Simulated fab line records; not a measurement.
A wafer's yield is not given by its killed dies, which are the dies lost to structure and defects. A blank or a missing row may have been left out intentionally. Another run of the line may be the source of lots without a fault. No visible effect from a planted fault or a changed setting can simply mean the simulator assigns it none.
fab line records ; flow n5-finfet
record lots=7; wafers=39
route steps=1938 shown DUMMY_GATE@237 SD_EPI_N@267 GATE_CUT@510
start-h: the number of hours between the record's first day and the start of the first shown wafer of the lot ; wait-h: how many hours have passed since the lot's step before this one ; " as in the row above ; L1.1+2: a row that stands for several wafers ; - no value, or no start given ; * or withheld: withheld ; < > ~ a bound
route shown NAME@n: names a module that has steps shown in the file, with the first one's number in the route ; usual: average and standard deviation across the fault-free wafers ; same: alike in all rows ; chamber/n: place in a boat ; sites: per-site readings ; _std_site: how widely they spread, as a standard deviation ; _edge_site: inner sites' mean taken away from outer sites' mean ; radius-mm: for every site, how far away it sits from the centre of the wafer ; mask NAME#n: copy n ; behind: the last tool/chamber to shape the wafer ; hold: why the lot was held/for how many hours/how that ended ; device: which transistor (n, p or np) failed to switch ; end of line: the route-end tests of the same wafers ; for a step that has no rows: nothing shown but its recipe ; killed: the dies lost at the first sort to structure and to defects; this is not the yield of the wafer ; map: shows each die of a wafer: x if killed, . if not, _ if none is there
set.NAME: the setting the step ran with; set.NAME@STEP: the setting that earlier step ran with ; model.NAME: the simulator's own value behind a step, which no gauge read
lots run with intentionally changed settings; tables by step, rows by wafer
## steps
# step N5_DUMMY_GATE_ETCH_37
# recipe chemistry=N2/H2; target=SOC; target-depth-a=600; overetch-a=300; temp-c=40; ion-energy-ev=200; pressure-mtorr=30; source-w=840; bias-w=150; n2-flow-sccm=200; h2-flow-sccm=200
# usual rf-vpp-V=524.6/2.8
lot.wafer;tool;chamber;start-h;wait-h;set.source-w;rf-vpp-V
L074.1;rie-diel-04;2;45.43;0.0;698.7;558.6
L074.2;rie-diel-04;0;45.43;0.0;698.7;559.9
L074.3;rie-diel-04;3;45.43;0.0;698.7;554.0
L074.4;rie-diel-04;1;45.43;0.0;840;525.7
L074.5;rie-diel-04;2;45.43;0.0;840;526.9
L074.6;rie-diel-04;1;45.43;0.0;840;525.2
L075.1;rie-diel-02;0;53.46;0.0;840;525.2
L075.2;rie-diel-02;1;53.46;0.0;840;528.3
L075.3;rie-diel-02;3;53.46;0.0;840;524.5
L075.4;rie-diel-02;2;53.46;0.0;840;521.3
L075.5;rie-diel-02;1;53.46;0.0;840;524.2
L075.6;rie-diel-02;0;53.46;0.0;840;526.6
L077.1;rie-diel-04;1;68.25;0.0;840;526.3
L077.2;rie-diel-04;3;68.25;0.0;840;520.5
L077.3;rie-diel-04;2;68.25;0.0;893.9;515.4
L077.4;rie-diel-04;0;68.25;0.0;893.9;517.4
L077.5;rie-diel-04;1;68.25;0.0;840;527.0
L077.6;rie-diel-04;2;68.25;0.0;893.9;515.7
L081.1;rie-diel-04;0;90.36;0.0;955.7;504.7
L081.2;rie-diel-04;2;90.36;0.0;840;526.3
L081.3;rie-diel-04;1;90.36;0.0;840;525.8
L081.4;rie-diel-04;3;90.36;0.0;955.7;498.3
L081.5;rie-diel-04;1;90.36;0.0;840;527.4
L081.6;rie-diel-04;0;90.36;0.0;955.7;506.5
L083.1;rie-diel-04;1;99.97;0.0;840;526.1
L083.2;rie-diel-04;0;99.97;0.0;840;527.9
L083.4;rie-diel-04;3;99.97;0.0;840;521.2
L088.1;rie-diel-06;0;131.87;0.0;840;526.6
L088.2;rie-diel-06;1;131.87;0.0;840;525.0
L088.3;rie-diel-06;3;131.87;0.0;960;496.8
L088.4;rie-diel-06;2;131.87;0.0;960;499.4
L088.5;rie-diel-06;0;131.87;0.0;960;503.3
L088.6;rie-diel-06;1;131.87;0.0;840;525.0
L095.1;rie-diel-02;3;172.86;0.0;840;524.8
L095.2;rie-diel-02;1;172.86;0.0;840;526.2
L095.3;rie-diel-02;2;172.86;0.0;840;520.5
L095.4;rie-diel-02;0;172.86;0.0;840;525.6
L095.5;rie-diel-02;1;172.86;0.0;840;526.3
L095.6;rie-diel-02;2;172.86;0.0;840;521.0
# step N5_SD_EPI_N_EXPOSE_06
# recipe mask-id=SD_N_BLK; na=1.35; source-shape=conventional; sigma-outer=0.8; polarization=unpolarized; target-cd-nm=120; dose-mj=39.75
lot.wafer;tool;chamber;start-h;wait-h;mask;set.dose-mj
L074.1+2+5;arfi-scanner-01;0;47.26;-;SD_N_BLK#0;42.87
L074.3+4+6;arfi-scanner-01;0;47.26;-;SD_N_BLK#0;39.75
L075.1+2+5;arfi-scanner-01;0;55.22;-;SD_N_BLK#0;40.88
L075.3+4+6;arfi-scanner-01;0;55.22;-;SD_N_BLK#0;39.75
L077.1+4+6;arfi-scanner-02;0;70.12;-;SD_N_BLK#0;40.8
L077.2+3+5;arfi-scanner-02;0;70.12;-;SD_N_BLK#0;39.75
L081.1+2+3+4+5+6;arfi-scanner-01;0;92.25;-;SD_N_BLK#0;39.75
L083.1+2+4;arfi-scanner-02;0;102.13;-;SD_N_BLK#0;39.75
L088.1+2+5;arfi-scanner-03;0;133.86;-;SD_N_BLK#0;39.75
L088.3+4+6;arfi-scanner-03;0;133.86;-;SD_N_BLK#0;41.45
L095.1+4+6;arfi-scanner-01;0;175.04;-;SD_N_BLK#0;37.07
L095.2+3+5;arfi-scanner-01;0;175.04;-;SD_N_BLK#0;39.75
# step N5_SD_EPI_N_PEB_07
# recipe peb-temp-c=110; peb-time-s=60; resist=CAR-ArF-block
# step N5_SD_EPI_N_DEVELOP_08
# recipe develop-time-s=30; developer=TMAH; resist=CAR-ArF-block; dev-temp-c=23; rinse-liquid=diw; dry=air-spin
# step N5_SD_EPI_N_CD_MEAS_09
# recipe target-cd-nm=120; landing-energy-ev=500; detector=se-inlens
# usual cd-nm=120.1/0.73
lot.wafer;tool;chamber;start-h;wait-h;set.dose-mj@SD_EPI_N_EXPOSE_06;cd-nm
L074.1;cd-sem-01;0;47.39;-;42.87;126.5
L074.2;cd-sem-01;0;47.39;-;42.87;125.0
L074.3;cd-sem-01;0;47.39;-;39.75;121.4
L074.4;cd-sem-01;0;47.39;-;39.75;120.4
L074.5;cd-sem-01;0;47.39;-;42.87;125.6
L074.6;cd-sem-01;0;47.39;-;39.75;120.8
L075.1;cd-sem-02;0;55.34;-;40.88;122.2
L075.2;cd-sem-02;0;55.34;-;40.88;121.9
L075.3;cd-sem-02;0;55.34;-;39.75;120.9
L075.4;cd-sem-02;0;55.34;-;39.75;119.8
L075.5;cd-sem-02;0;55.34;-;40.88;122.8
L075.6;cd-sem-02;0;55.34;-;39.75;120.1
L077.1;cd-sem-02;0;70.25;-;40.8;121.0
L077.2;cd-sem-02;0;70.25;-;39.75;119.8
L077.3;cd-sem-02;0;70.25;-;39.75;119.3
L077.4;cd-sem-02;0;70.25;-;40.8;121.7
L077.5;cd-sem-02;0;70.25;-;39.75;119.5
L077.6;cd-sem-02;0;70.25;-;40.8;121.0
L081.1;cd-sem-03;0;92.38;-;39.75;120.4
L081.2;cd-sem-03;0;92.38;-;39.75;120.4
L081.3;cd-sem-03;0;92.38;-;39.75;120.2
L081.4;cd-sem-03;0;92.38;-;39.75;119.8
L081.5;cd-sem-03;0;92.38;-;39.75;119.2
L081.6;cd-sem-03;0;92.38;-;39.75;118.8
L083.1;cd-sem-03;0;102.26;-;39.75;119.3
L083.2;cd-sem-03;0;102.26;-;39.75;119.2
L083.4;cd-sem-03;0;102.26;-;39.75;119.8
L088.1;cd-sem-03;0;133.98;-;39.75;119.5
L088.2;cd-sem-03;0;133.98;-;39.75;119.6
L088.3;cd-sem-03;0;133.98;-;41.45;123.2
L088.4;cd-sem-03;0;133.98;-;41.45;122.9
L088.5;cd-sem-03;0;133.98;-;39.75;120.1
L088.6;cd-sem-03;0;133.98;-;41.45;122.4
L095.1;cd-sem-02;0;175.16;-;37.07;114.4
L095.2;cd-sem-02;0;175.16;-;39.75;120.5
L095.3;cd-sem-02;0;175.16;-;39.75;119.7
L095.4;cd-sem-02;0;175.16;-;37.07;116.0
L095.5;cd-sem-02;0;175.16;-;39.75;119.1
L095.6;cd-sem-02;0;175.16;-;37.07;114.4
# step N5_SD_EPI_N_DESCUM_14
# recipe chemistry=O2; time-s=7.9; source-power-w=50; bias-power-w=20; pressure-mtorr=20; rf-frequency-hz=2.712e+07; temp-c=40; resist=CAR-ArF-block; o2-flow-sccm=225
lot.wafer;tool;chamber;start-h;wait-h;set.dose-mj@SD_EPI_N_EXPOSE_06;model.SD_EPI_N.cd-nm
L074.1;rie-diel-05;2;47.50;0.1;42.87;126
L074.2;rie-diel-05;3;47.50;0.1;42.87;125.2
L074.3;rie-diel-05;1;47.50;0.1;39.75;121.4
L074.4;rie-diel-05;0;47.50;0.1;39.75;120.4
L074.5;rie-diel-05;2;47.50;0.1;42.87;125.8
L074.6;rie-diel-05;3;47.50;0.1;39.75;120.6
L075.1;rie-diel-05;0;55.76;0.3;40.88;122.4
L075.2;rie-diel-05;1;55.76;0.3;40.88;121.8
L075.3;rie-diel-05;2;55.76;0.3;39.75;121
L075.4;rie-diel-05;3;55.76;0.3;39.75;119.8
L075.5;rie-diel-05;0;55.76;0.3;40.88;122.8
L075.6;rie-diel-05;1;55.76;0.3;39.75;120.2
L077.1;rie-diel-03;0;70.33;0.0;40.8;121.2
L077.2+5;rie-diel-03;1;70.33;0.0;39.75;119.4
L077.3;rie-diel-03;3;70.33;0.0;39.75;119
L077.4;rie-diel-03;3;70.33;0.0;40.8;122
L077.6;rie-diel-03;0;70.33;0.0;40.8;121
L081.1;rie-diel-03;0;92.47;0.0;39.75;120.6
L081.2;rie-diel-03;3;92.47;0.0;39.75;120
L081.3;rie-diel-03;1;92.47;0.0;39.75;120.2
L081.4;rie-diel-03;1;92.47;0.0;39.75;119.6
L081.5;rie-diel-03;3;92.47;0.0;39.75;119.2
L081.6;rie-diel-03;0;92.47;0.0;39.75;119
L083.1;rie-diel-01;3;102.35;0.0;39.75;119.2
L083.2;rie-diel-01;0;102.35;0.0;39.75;119
L083.4;rie-diel-01;2;102.35;0.0;39.75;120
L088.1+2+5;rie-diel-01;1,3,3;134.07;0.0;39.75;119.8
L088.3;rie-diel-01;0;134.07;0.0;41.45;123.4
L088.4;rie-diel-01;0;134.07;0.0;41.45;123
L088.6;rie-diel-01;1;134.07;0.0;41.45;122.6
L095.1;rie-diel-01;3;175.39;0.2;37.07;114.6
L095.2;rie-diel-01;1;175.39;0.2;39.75;120.4
L095.3;rie-diel-01;0;175.39;0.2;39.75;119.8
L095.4;rie-diel-01;2;175.39;0.2;37.07;115.6
L095.5;rie-diel-01;2;175.39;0.2;39.75;119.2
L095.6;rie-diel-01;1;175.39;0.2;37.07;114.2
# step N5_GATE_CUT_ALD_22
# recipe material=SiNx; target-thk-a=160; temp-c=400; ald-precursor-family=SiH2I2; ald-co-reactant=N2/H2-plasma; pulse-time-s=1; ald-cycles=320; purge-time-s=2; co-reactant-purge-time-s=2; pressure-torr=2
lot.wafer;tool;chamber;start-h;wait-h;set.ald-cycles;model.SiNx_of_GATE_CUT_ALD_22.thk-nm
L074.1+3+6;ald-sin-01;3,2,0;83.42;0.0;372;18.6
L074.2+4+5;ald-sin-01;0,1,1;83.42;0.0;320;16
L075.1+2+3;ald-sin-01;2,0,1;91.95;0.0;320;16
L075.4;ald-sin-01;3;91.95;0.0;306;15.2
L075.5+6;ald-sin-01;1,0;91.95;0.0;306;15.4
L077.1;ald-sin-01;0;106.11;0.0;320;16
L077.2+4;ald-sin-01;1,2;106.11;0.0;291;14.4
L077.3+5;ald-sin-01;3,2;106.11;0.0;320;15.8
L077.6;ald-sin-01;1;106.11;0.0;291;14.6
L081.1+3+4;ald-sin-04;2,0,1;126.91;0.0;277;13.8
L081.2+5;ald-sin-04;3,1;126.91;0.0;320;16
L081.6;ald-sin-04;2;126.91;0.0;320;15.8
L083.1+2+4;ald-sin-04;1,2,0;136.96;0.0;320;16
L088.1+2+3+4+5+6;ald-sin-01;2,3,0,1,3,0;169.86;0.0;320;16
L095.1+3+5;ald-sin-04;3,0,1;214.66;0.3;320;16
L095.2+4+6;ald-sin-04;2,1,2;214.66;0.3;367;18.2
## key
split step=N5_DUMMY_GATE_ETCH_37; setting=source-w; stated=840; by=wafer
response step=N5_DUMMY_GATE_ETCH_37; reading=rf-vpp-V; change=-1.77; per=1%; r=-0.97
split step=N5_SD_EPI_N_EXPOSE_06; setting=dose-mj; stated=39.75; by=wafer
response step=N5_SD_EPI_N_CD_MEAS_09; reading=cd-nm; change=+0.668; per=1%; r=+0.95
response step=N5_SD_EPI_N_DESCUM_14; reading=model.SD_EPI_N.cd-nm; change=+0.69; per=1%; r=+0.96
split step=N5_GATE_CUT_ALD_22; setting=ald-cycles; stated=320; by=wafer
response step=N5_GATE_CUT_ALD_22; reading=model.SiNx_of_GATE_CUT_ALD_22.thk-nm; change=+0.156; per=1%; r=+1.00
